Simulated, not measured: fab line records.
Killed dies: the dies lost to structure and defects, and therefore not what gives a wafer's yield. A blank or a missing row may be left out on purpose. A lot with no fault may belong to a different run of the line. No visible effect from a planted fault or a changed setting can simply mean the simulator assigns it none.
fab line records	flow nandHarc
[record] lots = 5	wafers = 15	lastDay = 32
route steps=1302 shown A_CHANNEL_FILL_D2@624 A_STAIRCASE@639
lots that met no fault: taken from a fault-free run of the same line
startH: hours from the record's first day to the start of the lot's first wafer shown	waitH: how many hours have passed since the lot's step before this one	" repeats the value in the row above	L1.1+2: a single row standing in for several wafers	- value missing, or start not given	* or withheld: withheld	< > ~ a bound
route shown NAME@n: NAME is a module with steps in the file, n the number in the route of the first one	usual: average and standard deviation across the fault-free wafers	same: alike in all rows	chamber/n: place in a boat	sites: readings site by site	_std_site: the standard deviation of these	_edge_site: mean of outer sites minus mean of inner sites	radiusMm: for every site, how far away it sits from the centre of the wafer	mask NAME#n: copy n	behind: the most recent tool/chamber to have shaped the wafer	hold: cause of the lot's hold/its duration in hours/its outcome	device: names the non-switching transistor (n, p or np)	end of line: the same wafers' tests at the end of the route	where a step has no rows: the recipe by itself	killed: dies lost to structure and defects at the first sort, not the wafer's yield	map: a wafer's dies, marking killed ones x, the rest . and places with no die _
set.NAME: the setting that was run; set.NAME@STEP: the one run at that earlier step	model.NAME: the simulator's own value behind a step, which no gauge read
lots at some steps of the route; a table a step, a row a wafer
services: a tool's chamber out of use, with start hour (startH, from the record's first day; less than 0 if before it), hours out, and reason
[[steps]]
[step NHARC_A_CHANNEL_FILL_D2_CVD_05]
[recipe] targetThkA = 50	tempC = 550	material = poly-Si
[usual] spikeTcBottomC = 573.9/1.8	zonePowerUpperPct = 6.6/0.4
lot.wafer	tool	chamber	startH	waitH	spikeTcBottomC	zonePowerUpperPct
L075.3	lpcvdPoly-02	0	338.31	-	572.1	6.3
L075.4	"	0	"	"	572.4	6.3
L075.5	"	0	"	"	571.1	6.4
L078.1	lpcvdPoly-04	0	358.23	2.3	574.4	6.4
L078.3	"	0	"	"	573.6	6.5
L078.4	"	0	"	"	575.5	6.3
L079.1	lpcvdPoly-02	0	373.74	2.3	570.9	6.2
L079.5	"	0	"	"	574.6	6.3
L079.6	"	0	"	"	573.0	6.2
L092.2	lpcvdPoly-01	0	519.17	2.4	574.9	7.2
L092.4	"	0	"	"	575.2	7.2
L092.6	"	0	"	"	576.3	7.1
L094.1	lpcvdPoly-02	0	526.82	2.3	572.7	6.3
L094.4	"	0	"	"	573.6	6.2
L094.6	"	0	"	"	572.3	6.3
[step NHARC_A_CHANNEL_FILL_D2_ANNEAL_22]
[recipe] tempC = 620	timeS = 7200
[usual] spikeTcBottomC = 639.1/2.7	zonePowerUpperPct = 9.0/0.43
lot.wafer	tool	chamber	startH	waitH	spikeTcBottomC	zonePowerUpperPct
L075.3	furnace-05	0	345.57	5.4	635.0	8.6
L075.4	"	0	"	"	635.4	8.5
L075.5	"	0	"	"	635.5	8.6
L078.1	furnace-08	0	363.92	3.8	639.3	9.1
L078.3	"	0	"	"	640.3	9.0
L078.4	"	0	"	"	640.3	9.0
L079.1	furnace-05	0	379.00	3.4	634.4	8.5
L079.5	"	0	"	"	634.8	8.5
L079.6	"	0	"	"	635.3	8.6
L092.2	furnace-08	0	524.47	3.5	641.3	9.1
L092.4	"	0	"	"	640.3	9.1
L092.6	"	0	"	"	638.3	9.0
L094.1	furnace-05	0	532.06	3.4	638.4	8.5
L094.4	"	0	"	"	633.4	8.6
L094.6	"	0	"	"	636.8	8.5
[step NHARC_A_CHANNEL_FILL_D2_THK_MEAS_06]
[recipe] thkMeasGauge = ellipsometry
[usual] thkNm = 5.0/1
lot.wafer	tool	chamber	startH	waitH	thkNm
L075.3	filmMetro-01	-	349.53	0.4	5.2
L075.4	"	-	"	"	4.8
L075.5	"	-	"	"	4.7
L078.1	filmMetro-01	-	367.91	0.4	5.4
L078.3	"	-	"	"	5.5
L078.4	"	-	"	"	5.6
L079.1	filmMetro-01	-	383.03	0.4	4.3
L079.5	"	-	"	"	5.9
L079.6	"	-	"	"	5.8
L092.2	filmMetro-02	-	528.50	0.4	4.6
L092.4	"	-	"	"	4.2
L092.6	"	-	"	"	6.0
L094.1	filmMetro-01	-	536.04	0.4	3.7
L094.4	"	-	"	"	4.3
L094.6	"	-	"	"	5.4
[step NHARC_A_CHANNEL_FILL_D2_ALD_25]
[recipe] targetThkA = 600	pulseTimeS = 10	aldCycles = 600	tempC = 300	material = SiOx
[usual] heaterPowerOuterW = 267/31	heaterPowerW = 474/47	precursorPulseHeightRel = 0.999/0.019
lot.wafer	tool	chamber	startH	waitH	heaterPowerOuterW	heaterPowerW	precursorPulseHeightRel
L075.4	aldHk-01	0	350.20	0.7	264	460	1.035
L075.3	"	2	351.44	1.9	324	527	0.987
L075.5	"	0	352.67	3.1	267	447	0.959
L078.4	aldHk-03	1	368.59	0.7	265	481	0.991
L078.3	"	2	"	"	257	448	1.044
L078.1	"	3	"	"	227	437	0.989
L079.1	aldHk-03	0	384.29	1.3	273	508	1.008
L079.5	"	2	385.51	2.5	257	449	1.000
L079.6	"	3	"	"	232	428	1.025
L092.4	aldHk-01	0	528.55	0.1	265	446	0.985
L092.2	"	2	529.78	1.3	330	568	1.002
L092.6	"	1	531.63	3.1	268	455	0.997
L094.1	aldHk-01	0	536.09	0.1	267	443	0.983
L094.4	"	1	"	"	267	451	0.998
L094.6	"	1	539.23	3.2	268	446	1.016
[step NHARC_A_CHANNEL_FILL_D2_ETCHBACK_08]
[recipe] targetDepthA = 2200	timeS = 110	c4f8FlowSccm = 20	arFlowSccm = withheld	rfW = 600	biasW = 300	chemistry = C4F8
[usual] oesProductAu = 0.97/0.035	rfVppV = 440.8/2.1
lot.wafer	tool	chamber	startH	waitH	oesProductAu	rfHoursCounterH	rfVppV
L075.3	rieDiel-06	0	-	-	1.00	1	439.4
L075.4	"	2	"	"	0.95	1	439.0
L075.5	"	3	"	"	1.00	-	438.9
L078.1	rieDiel-06	1	-	-	1.00	2	442.7
L078.3	"	2	"	"	1.00	1	441.8
L078.4	"	1	"	"	1.00	-	440.5
L079.1	rieDiel-06	1	-	-	0.92	2	440.6
L079.5	"	0	"	"	0.93	-	439.5
L079.6	"	1	"	"	0.93	-	442.7
L092.2	rieDiel-01	2	-	-	1.01	3	439.6
L092.4	"	3	"	"	1.02	3	440.8
L092.6	"	2	"	"	1.01	-	441.5
L094.4	rieDiel-01	2	-	-	0.97	3	440.1
L094.1	"	0	"	"	0.98	3	445.5
L094.6	"	3	"	"	0.98	-	442.2
[step NHARC_A_CHANNEL_FILL_D2_STRIP_29]
[recipe] timeS = 20	o2FlowSccm = 500	arFlowSccm = 0	biasW = 0	chemistry = O2
[usual] drypumpMotorCurrentA = 5.7/0.44	oesProductAu = 1.001/0.01	rfVppV = 57.8/0.89	showerheadPlenumPTorr = 3.53/0.11	throttleValvePct = 17.035/0.0098
lot.wafer	tool	chamber	startH	waitH	drypumpMotorCurrentA	oesProductAu	rfHoursCounterH	rfVppV	showerheadPlenumPTorr	throttleValvePct
L075.3	rieDiel-06	2	-	-	6.2	1.014	1	57.8	3.52	17.036
L075.4	"	3	"	"	5.0	1.005	1	57.5	3.39	17.049
L075.5	"	3	"	"	5.0	1.006	-	55.4	3.39	17.035
L078.3	rieDiel-06	0	373.71	0.1	5.9	1.011	2	57.8	3.45	17.026
L078.1	"	2	"	"	6.2	1.000	1	57.8	3.52	17.038
L078.4	"	0	"	"	5.9	1.008	-	56.6	3.45	17.031
L079.1	rieDiel-06	2	-	-	6.2	1.010	2	58.3	3.52	17.037
L079.6	"	2	"	"	6.2	1.008	-	57.6	3.52	17.052
L079.5	"	3	"	"	5.0	1.018	-	56.9	3.39	17.034
L092.4	rieDiel-01	3	-	-	6.2	1.003	3	57.0	3.58	17.028
L092.2	"	0	"	"	5.6	0.998	3	58.6	3.75	17.043
L092.6	"	2	"	"	6.1	1.007	-	56.7	3.50	17.043
L094.1	rieDiel-01	3	-	-	6.2	1.013	3	57.7	3.58	17.029
L094.4	"	0	"	"	5.5	1.003	3	58.4	3.75	17.029
L094.6	"	2	"	"	6.1	0.992	-	59.0	3.50	17.024
[step NHARC_A_CHANNEL_FILL_D2_PRECLEAN_30]
[recipe] timeS = 30	chemistry = dHF
lot.wafer	tool	chamber	startH	waitH
L075.4+5+3	wetBench-06	0,3,4	355.39	-
L078.3+1+4	wetBench-04	7,1,3	373.81	-
L079.5+6+1	wetBench-04	0,1,2	388.91	-
L092.6+4+2	wetBench-06	0,4,5	534.34	-
L094.1+4+6	wetBench-06	2,4,7	541.96	-
[step NHARC_A_CHANNEL_FILL_D2_SRD_31]
lot.wafer	tool	chamber	startH	waitH
L075.4+5+3	wetBench-06	0,3,4	355.42	0.0
L078.3+1+4	wetBench-04	7,1,3	373.84	0.0
L079.5+6+1	wetBench-04	0,1,2	388.93	0.0
L092.6+4+2	wetBench-06	0,4,5	534.39	0.0
L094.1+4+6	wetBench-06	2,4,7	541.99	0.0
[step NHARC_A_CHANNEL_FILL_D2_CVD_09]
[recipe] targetThkA = 1500	tempC = 620	pressureMtorr = 200	timeS = 3000	material = poly-Si
[usual] spikeTcBottomC = 642.6/1.7	zonePowerUpperPct = 8.0/0.41
lot.wafer	tool	chamber	startH	waitH	spikeTcBottomC	zonePowerUpperPct
L075.3	lpcvdPoly-02	0	357.69	2.3	641.1	7.7
L075.4	"	0	"	"	641.1	7.5
L075.5	"	0	"	"	642.2	7.7
L078.1	lpcvdPoly-02	0	376.11	2.3	639.4	7.6
L078.3	"	0	"	"	641.2	7.5
L078.4	"	0	"	"	641.6	7.8
L079.1	lpcvdPoly-04	0	391.27	2.3	642.3	7.8
L079.5	"	0	"	"	644.3	7.9
L079.6	"	0	"	"	642.9	8.0
L092.2	lpcvdPoly-02	0	536.67	2.3	641.7	7.6
L092.4	"	0	"	"	641.1	7.7
L092.6	"	0	"	"	643.1	7.7
L094.1	lpcvdPoly-04	0	544.33	2.3	643.6	7.8
L094.4	"	0	"	"	644.2	7.9
L094.6	"	0	"	"	645.4	7.9
[step NHARC_A_CHANNEL_FILL_D2_CMP_10]
[recipe] targetThkNm = 150
[usual] motorCurrentA = 11.8/1.3	padLifeWafers = 196/91	timeToEndpointS = 15/3.3
lot.wafer	tool	chamber	startH	waitH	motorCurrentA	padLifeWafers	timeToEndpointS
L075.3	cmp-01	3	360.80	0.4	12.3	276	15
L075.4	"	1	"	"	10.0	278	19
L075.5	"	3	"	"	12.3	-	20
L078.1	cmp-03	2	379.30	0.4	11.2	72	8
L078.4	"	3	"	"	12.4	73	10
L078.3	"	0	"	"	11.6	74	13
L079.1	cmp-03	3	394.49	0.4	12.3	121	11
L079.6	"	2	"	"	11.2	-	10
L079.5	"	3	"	"	12.8	-	11
L092.2	cmp-04	1	539.88	0.4	13.8	151	15
L092.4	"	3	"	"	13.8	153	13
L092.6	"	1	"	"	12.9	-	14
L094.4	cmp-01	2	547.54	0.4	11.3	222	19
L094.1	"	3	"	"	12.5	223	17
L094.6	"	2	"	"	11.4	-	18
[step NHARC_A_CHANNEL_FILL_D2_SRD_12]
lot.wafer	tool	chamber	startH	waitH
L075.5+4+3	wetBench-09	0,3,4	361.10	0.0
L078.4+3+1	wetBench-09	3,4,5	379.61	0.1
L079.5+6+1	wetBench-04	6,7,1	394.76	0.0
L092.2+4+6	wetBench-06	2,3,4	540.15	0.0
L094.4+1+6	wetBench-04	4,6,7	547.86	0.1
[step NHARC_A_CHANNEL_FILL_D2_RTA_24]
[recipe] tempC = 1000	timeS = 5
[usual] lampPowerPct = 32.1/1.1	lamp_zone_3_pct = 32.1/1.1	wafer_temp_C_max = 1005.6/1.1
lot.wafer	tool	chamber	startH	waitH	lampPowerPct	lamp_zone_3_pct	wafer_temp_C_max
L075.3	rtpAnneal-01	0	361.27	0.1	30.6	30.6	1004.4
L075.4	"	0	"	"	30.6	30.6	1005.6
L075.5	"	0	"	"	30.5	30.5	1005.2
L078.1	rtpAnneal-02	0	379.88	0.2	32.9	32.9	1005.9
L078.3	"	0	"	"	32.9	32.9	1006.2
L078.4	"	0	"	"	32.9	32.8	1005.9
L079.1	rtpAnneal-01	0	394.88	0.0	30.6	30.6	1005.7
L079.5	"	0	"	"	30.6	30.5	1003.6
L079.6	"	0	"	"	30.6	30.6	1004.7
L092.2	rtpAnneal-02	0	540.30	0.1	32.8	32.9	1005.1
L092.4	"	0	"	"	32.9	32.9	1007.2
L092.6	"	0	"	"	32.9	32.9	1008.2
L094.1	rtpAnneal-02	0	547.98	0.0	32.9	32.9	1005.4
L094.4	"	0	"	"	32.9	32.9	1005.5
L094.6	"	0	"	"	32.9	32.9	1005.0
[step NHARC_A_CHANNEL_FILL_D2_INSPECT_13]
[usual] rawDefectCount = 361/110
lot.wafer	tool	chamber	startH	waitH	rawDefectCount
L075.3	defectInspect-02	-	361.42	0.1	256
L075.4	"	-	"	"	349
L075.5	"	-	"	"	335
L078.1	defectInspect-02	-	380.08	0.2	530
L078.3	"	-	"	"	399
L078.4	"	-	"	"	456
L079.1	defectInspect-01	-	395.08	0.2	255
L079.5	"	-	"	"	271
L079.6	"	-	"	"	345
L092.2	defectInspect-02	-	540.47	0.1	394
L092.4	"	-	"	"	693
L092.6	"	-	"	"	268
L094.1	defectInspect-01	-	548.18	0.2	214
L094.4	"	-	"	"	323
L094.6	"	-	"	"	464
[step NHARC_A_STAIRCASE_DEP_156]
[recipe] targetThkA = 500	tempC = 400	targetThkNm = 50	flowSccm = 200	rfW = 450	material = SiNx
[usual] heaterPowerOuterW = 387/60	heaterPowerW = 666/91
lot.wafer	tool	chamber	startH	waitH	heaterPowerOuterW	heaterPowerW
L075.3	pecvd-03	1	361.48	0.1	287	533
L075.5	"	1	"	"	292	546
L075.4	"	2	"	"	315	515
L078.3	pecvd-03	0	380.15	0.1	468	753
L078.1	"	2	"	"	356	557
L078.4	"	0	"	"	458	743
L079.1	pecvd-04	2	395.15	0.1	416	711
L079.6	"	2	"	"	425	723
L079.5	"	0	"	"	408	689
L092.2	pecvd-04	1	540.60	0.1	394	710
L092.6	"	0	"	"	503	818
L092.4	"	1	"	"	392	701
L094.1	pecvd-04	0	548.31	0.1	474	794
L094.6	"	2	"	"	324	582
L094.4	"	0	"	"	491	789
[step NHARC_A_STAIRCASE_DEHYDRATE_158]
[recipe] tempC = 150	timeS = 120
[usual] plateTempC = 149.98/0.15
lot.wafer	tool	chamber	startH	waitH	plateTempC
L075.3	lithoTrack-07	0	361.75	0.2	149.97
L075.4	"	0	"	"	150.05
L075.5	"	0	"	"	150.02
L078.1	lithoTrack-02	0	380.42	0.2	149.90
L078.3	"	0	"	"	149.91
L078.4	"	0	"	"	149.90
L079.1	lithoTrack-07	0	395.50	0.3	150.15
L079.5	"	0	"	"	149.96
L079.6	"	0	"	"	149.99
L092.2	lithoTrack-02	0	540.81	0.2	149.96
L092.4	"	0	"	"	150.08
L092.6	"	0	"	"	149.74
L094.1	lithoTrack-05	0	548.52	0.2	149.85
L094.4	"	0	"	"	149.70
L094.6	"	0	"	"	150.01
[step NHARC_A_STAIRCASE_HMDS_159]
[recipe] timeS = 30
lot.wafer	tool	chamber	startH	waitH
L075.3+4+5	lithoTrack-07	0	-	-
L078.1+3+4	lithoTrack-02	0	-	-
L079.1+5+6	lithoTrack-07	0	-	-
L092.2+4+6	lithoTrack-02	0	-	-
L094.1+4+6	lithoTrack-05	0	-	-
[step NHARC_A_STAIRCASE_COAT_160]
[recipe] spinRpm = 1200
[usual] spinSpeedRpm = 1200.0/0.89
lot.wafer	tool	chamber	startH	waitH	spinSpeedRpm
L075.3	lithoTrack-07	0	-	-	1200.5
L075.4	"	0	"	"	1199.6
L075.5	"	0	"	"	1198.8
L078.1	lithoTrack-02	0	-	-	1201.5
L078.3	"	0	"	"	1198.2
L078.4	"	0	"	"	1199.0
L079.1	lithoTrack-07	0	-	-	1199.0
L079.5	"	0	"	"	1201.5
L079.6	"	0	"	"	1199.8
L092.2	lithoTrack-02	0	-	-	1200.3
L092.4	"	0	"	"	1200.0
L092.6	"	0	"	"	1200.6
L094.1	lithoTrack-05	0	-	-	1200.2
L094.4	"	0	"	"	1200.6
L094.6	"	0	"	"	1200.9
[step NHARC_A_STAIRCASE_SOFTBAKE_161]
[recipe] tempC = 135	timeS = 170
[usual] plateTempC = 135.05/0.15
lot.wafer	tool	chamber	startH	waitH	plateTempC
L075.3	lithoTrack-07	0	-	-	135.26
L075.4	"	0	"	"	135.12
L075.5	"	0	"	"	135.02
L078.1	lithoTrack-02	0	-	-	135.17
L078.3	"	0	"	"	134.97
L078.4	"	0	"	"	134.86
L079.1	lithoTrack-07	0	-	-	135.16
L079.5	"	0	"	"	134.97
L079.6	"	0	"	"	135.18
L092.2	lithoTrack-02	0	-	-	134.99
L092.4	"	0	"	"	134.85
L092.6	"	0	"	"	134.99
L094.1	lithoTrack-05	0	-	-	134.99
L094.4	"	0	"	"	134.99
L094.6	"	0	"	"	134.94
[step NHARC_A_STAIRCASE_EBR_162]
lot.wafer	tool	chamber	startH	waitH
L075.3+4+5	lithoTrack-07	0	-	-
L078.1+3+4	lithoTrack-02	0	-	-
L079.1+5+6	lithoTrack-07	0	-	-
L092.2+4+6	lithoTrack-02	0	-	-
L094.1+4+6	lithoTrack-05	0	-	-
[step NHARC_A_STAIRCASE_EXPOSE_163]
[recipe] na = 0.5	doseMj = 20.01	maskId = STAIR_OPEN
lot.wafer	tool	chamber	startH	waitH	mask
L075.3+4+5	krfScanner-03	0	362.09	-	STAIR_OPEN#0
L078.1+3+4	krfScanner-01	0	380.76	-	STAIR_OPEN#0
L079.1+5+6	krfScanner-03	0	395.84	-	STAIR_OPEN#0
L092.2+4+6	krfScanner-01	0	541.15	-	STAIR_OPEN#0
L094.1+4+6	krfScanner-02	0	548.85	-	STAIR_OPEN#0
[step NHARC_A_STAIRCASE_PEB_164]
[recipe] pebTempC = 115	pebTimeS = 130
[usual] plateTempC = 114.98/0.13
lot.wafer	tool	chamber	startH	waitH	plateTempC
L075.3	lithoTrack-05	0	362.15	0.1	114.88
L075.4	"	0	"	"	114.91
L075.5	"	0	"	"	114.88
L078.1	lithoTrack-02	0	380.82	0.1	114.78
L078.3	"	0	"	"	114.98
L078.4	"	0	"	"	115.07
L079.1	lithoTrack-07	0	395.90	0.1	114.94
L079.5	"	0	"	"	115.00
L079.6	"	0	"	"	115.11
L092.2	lithoTrack-02	0	541.21	0.1	114.96
L092.4	"	0	"	"	115.05
L092.6	"	0	"	"	115.11
L094.1	lithoTrack-02	0	548.92	0.1	114.98
L094.4	"	0	"	"	115.07
L094.6	"	0	"	"	114.93
[step NHARC_A_STAIRCASE_DEVELOP_165]
[recipe] timeS = 140
lot.wafer	tool	chamber	startH	waitH
L075.3+4+5	lithoTrack-05	0	-	-
L078.1+3+4	lithoTrack-02	0	-	-
L079.1+5+6	lithoTrack-07	0	-	-
L092.2+4+6	lithoTrack-02	0	-	-
L094.1+4+6	lithoTrack-02	0	-	-
[step NHARC_A_STAIRCASE_HARDBAKE_167]
[recipe] tempC = 120	timeS = 140
lot.wafer	tool	chamber	startH	waitH
L075.3+4+5	lithoTrack-02	0	362.38	-
L078.1+3+4	lithoTrack-05	0	381.04	-
L079.1+5+6	lithoTrack-02	0	396.12	-
L092.2+4+6	lithoTrack-02	0	541.44	-
L094.1+4+6	lithoTrack-07	0	549.14	-
[step NHARC_A_STAIRCASE_DESCUM_168]
[recipe] timeS = 3	o2FlowSccm = 200	arFlowSccm = 0	biasPowerW = 0	chemistry = O2
[usual] drypumpMotorCurrentA = 6.0/0.3	oesProductAu = 1.003/0.013	rfVppV = 57.9/0.94	showerheadPlenumPTorr = 1.91/0.094	throttleValvePct = 11.311/0.0086
lot.wafer	tool	chamber	startH	waitH	drypumpMotorCurrentA	oesProductAu	rfHoursCounterH	rfVppV	showerheadPlenumPTorr	throttleValvePct
L075.3	rieDiel-03	2	362.46	-	6.0	1.017	29	57.5	1.83	11.313
L075.4	"	0	"	"	6.1	1.033	30	58.9	1.87	11.313
L075.5	"	2	"	"	6.0	1.014	-	58.3	1.83	11.304
L078.3	rieDiel-12	1	381.13	-	5.7	0.993	31	57.2	1.82	11.301
L078.4	"	2	"	"	5.4	1.024	33	57.6	1.86	11.310
L078.1	"	3	"	"	5.7	1.007	35	58.5	1.94	11.302
L079.1	rieDiel-03	3	396.23	-	5.9	1.022	43	57.7	2.02	11.319
L079.6	"	1	"	"	6.2	0.991	-	55.9	1.77	11.300
L079.5	"	2	"	"	6.0	1.006	-	57.7	1.83	11.311
L092.4	rieDiel-03	1	541.56	-	6.2	1.002	20	57.3	2.07	11.298
L092.2	"	2	"	"	6.0	0.989	22	57.1	1.81	11.301
L092.6	"	0	"	"	6.2	1.017	-	56.7	1.85	11.307
L094.1	rieDiel-12	1	549.24	-	5.7	0.989	31	58.6	1.81	11.309
L094.4	"	3	"	"	5.7	1.002	30	57.1	1.93	11.308
L094.6	"	1	"	"	5.7	0.986	-	57.2	1.81	11.307
[step NHARC_A_STAIRCASE_ETCH_169]
[recipe] targetDepthA = 500	timeS = 107.1	ionEnergyEv = 120	ch3fFlowSccm = 50	o2FlowSccm = 30	arFlowSccm = 200	rfW = 500	biasW = 100	chemistry = CH3F/O2
[usual] ch3fFlowSccm = 49.99/0.14	drypumpMotorCurrentA = 5.97/0.29	oesProductAu = 0.962/0.021	rfVppV = 244.3/1.8	showerheadPlenumPTorr = 2.46/0.12	throttleValvePct = 20.665/0.009
lot.wafer	tool	chamber	startH	waitH	ch3fFlowSccm	drypumpMotorCurrentA	oesProductAu	rfHoursCounterH	rfVppV	showerheadPlenumPTorr	throttleValvePct
L075.3	rieDiel-03	1	362.57	0.1	49.96	6.17	0.969	30	242.4	2.28	20.653
L075.4	"	2	"	"	49.69	5.97	0.971	29	241.0	2.36	20.654
L075.5	"	3	"	"	49.82	5.89	0.963	-	246.2	2.60	20.650
L078.3	rieDiel-12	1	381.22	0.1	50.22	5.74	0.953	31	243.4	2.34	20.665
L078.1	"	2	"	"	49.96	5.40	0.968	33	241.8	2.39	20.669
L078.4	"	3	"	"	49.94	5.72	0.972	35	244.6	2.49	20.661
L079.1	rieDiel-03	1	396.32	0.1	49.92	6.16	0.954	41	242.1	2.28	20.666
L079.5	"	2	"	"	50.14	5.99	0.977	-	243.1	2.35	20.659
L079.6	"	3	"	"	50.09	5.88	0.996	-	246.7	2.59	20.663
L092.4	rieDiel-03	1	541.72	0.1	50.09	6.19	0.931	20	247.5	2.65	20.669
L092.2	"	3	"	"	50.12	5.89	0.926	23	246.4	2.57	20.656
L092.6	"	1	"	"	50.02	6.19	0.935	-	248.8	2.65	20.671
L094.4	rieDiel-12	1	549.31	0.1	50.15	5.73	0.950	31	241.9	2.33	20.676
L094.1	"	2	"	"	50.21	5.41	0.959	26	242.9	2.37	20.679
L094.6	"	2	"	"	50.12	5.40	0.954	-	243.5	2.37	20.661
[step NHARC_A_STAIRCASE_ETCH_170]
[recipe] targetDepthA = 2000	timeS = 66.667	ionEnergyEv = 250	c4f6FlowSccm = 25	o2FlowSccm = 20	arFlowSccm = 500	rfW = 600	biasW = 500	chemistry = C4F6/O2
[usual] drypumpMotorCurrentA = 5.99/0.28	oesProductAu = 0.978/0.018	rfVppV = 547/3.7	showerheadPlenumPTorr = 3.91/0.18	throttleValvePct = 26.903/0.0094
lot.wafer	tool	chamber	startH	waitH	drypumpMotorCurrentA	oesProductAu	rfHoursCounterH	rfVppV	showerheadPlenumPTorr	throttleValvePct
L075.3	rieDiel-03	1	-	-	6.21	0.981	30	541	3.65	26.911
L075.4	"	2	"	"	6.00	0.999	29	544	3.77	26.891
L075.5	"	3	"	"	5.91	0.984	-	551	4.13	26.888
L078.1	rieDiel-12	0	-	-	6.05	0.977	33	549	4.03	26.900
L078.3	"	1	"	"	5.76	0.962	31	543	3.75	26.910
L078.4	"	3	"	"	5.72	0.994	35	550	3.98	26.909
L079.1	rieDiel-03	2	-	-	6.01	0.976	42	543	3.76	26.908
L079.6	"	2	"	"	6.01	0.986	-	542	3.76	26.901
L079.5	"	3	"	"	5.91	0.995	-	549	4.12	26.893
L092.2	rieDiel-03	2	-	-	6.00	0.977	22	542	3.73	26.901
L092.4	"	3	"	"	5.88	0.959	23	552	4.09	26.916
L092.6	"	1	"	"	6.19	0.974	-	554	4.21	26.911
L094.1	rieDiel-12	2	-	-	5.41	0.979	26	545	3.79	26.906
L094.4	"	0	"	"	6.07	0.968	28	548	4.00	26.907
L094.6	"	1	"	"	5.76	0.969	-	543	3.73	26.895
[step NHARC_A_STAIRCASE_STRIP_171]
[recipe] powerW = 1500	tempC = 250	chemistry = O2
[usual] drypumpMotorCurrentA = 5.6/0.51	heaterPowerW = 351/42	tempC = 249.98/0.19
lot.wafer	tool	chamber	startH	waitH	drypumpMotorCurrentA	heaterPowerW	rfHoursCounterH	tempC
L075.4	plasmaAsher-02	0	362.94	-	6.0	375	-	249.96
L075.3	"	1	"	"	5.0	337	-	250.03
L075.5	"	0	"	"	6.0	368	-	249.84
L078.1	plasmaAsher-02	0	381.50	-	6.1	385	25	250.11
L078.3	"	1	"	"	5.0	324	-	249.93
L078.4	"	0	"	"	6.1	365	-	250.32
L079.1	plasmaAsher-02	0	396.79	-	6.0	367	29	249.59
L079.6	"	1	"	"	5.0	340	-	249.78
L079.5	"	0	"	"	6.1	364	-	249.75
L092.2	plasmaAsher-01	0	542.15	-	6.3	277	3	250.16
L092.4	"	1	"	"	5.4	420	-	249.75
L092.6	"	1	"	"	5.4	410	-	249.77
L094.1	plasmaAsher-02	0	549.60	-	6.0	350	26	250.12
L094.4	"	0	"	"	6.0	365	-	249.86
L094.6	"	0	"	"	6.0	361	-	249.86
[step NHARC_A_STAIRCASE_STRIP_172]
[recipe] timeS = 900	tempC = 130	chemistry = SPM
[usual] tempC = 130.00/0.15
lot.wafer	tool	chamber	startH	waitH	tempC
L075.3	wetBench-05	2	363.20	0.2	129.88
L075.5	"	5	"	"	130.34
L075.4	"	6	"	"	129.75
L078.1	wetBench-05	7	381.81	0.3	129.77
L078.4	"	0	"	"	130.14
L078.3	"	3	"	"	129.92
L079.1	wetBench-03	2	397.09	0.3	129.72
L079.6	"	3	"	"	130.00
L079.5	"	6	"	"	129.91
L092.2	wetBench-03	0	542.46	0.3	129.92
L092.6	"	1	"	"	129.97
L092.4	"	2	"	"	129.98
L094.6	wetBench-01	1	549.90	0.1	130.28
L094.4	"	4	"	"	129.94
L094.1	"	5	"	"	130.23
[[services]]
tool	chamber	startH	hours	kind
rieDiel-06	-	319.12	0.9	repair
rieDiel-06	2	328.37	6.7	repair
rieDiel-06	2	341.84	3.6	repair
wetBench-06	-	369.60	8.0	pm
rieDiel-06	3	372.27	2.7	repair
rieDiel-01	-	380.80	9.0	pm
rieDiel-01	3	390.39	12.6	repair
rieDiel-12	3	391.16	15.7	repair
rieDiel-12	1	393.31	17.1	repair
lithoTrack-02	-	402.00	7.0	pm
wetBench-04	-	403.20	8.0	pm
rieDiel-03	0	407.54	3.3	repair
rieDiel-01	-	414.60	1.6	repair
plasmaAsher-02	-	421.78	4.5	repair
lithoTrack-07	-	426.00	7.0	pm
rieDiel-06	3	441.26	20.0	repair
rieDiel-12	-	446.76	9.0	pm
rieDiel-03	-	460.50	9.0	pm
rieDiel-06	2	461.52	9.3	repair
lithoTrack-05	-	474.02	7.0	pm
rieDiel-06	-	484.20	9.0	pm
rieDiel-06	0	510.20	13.7	repair
rieDiel-12	0	537.58	4.4	repair
wetBench-06	-	545.60	8.0	pm
[[key]]
fault none
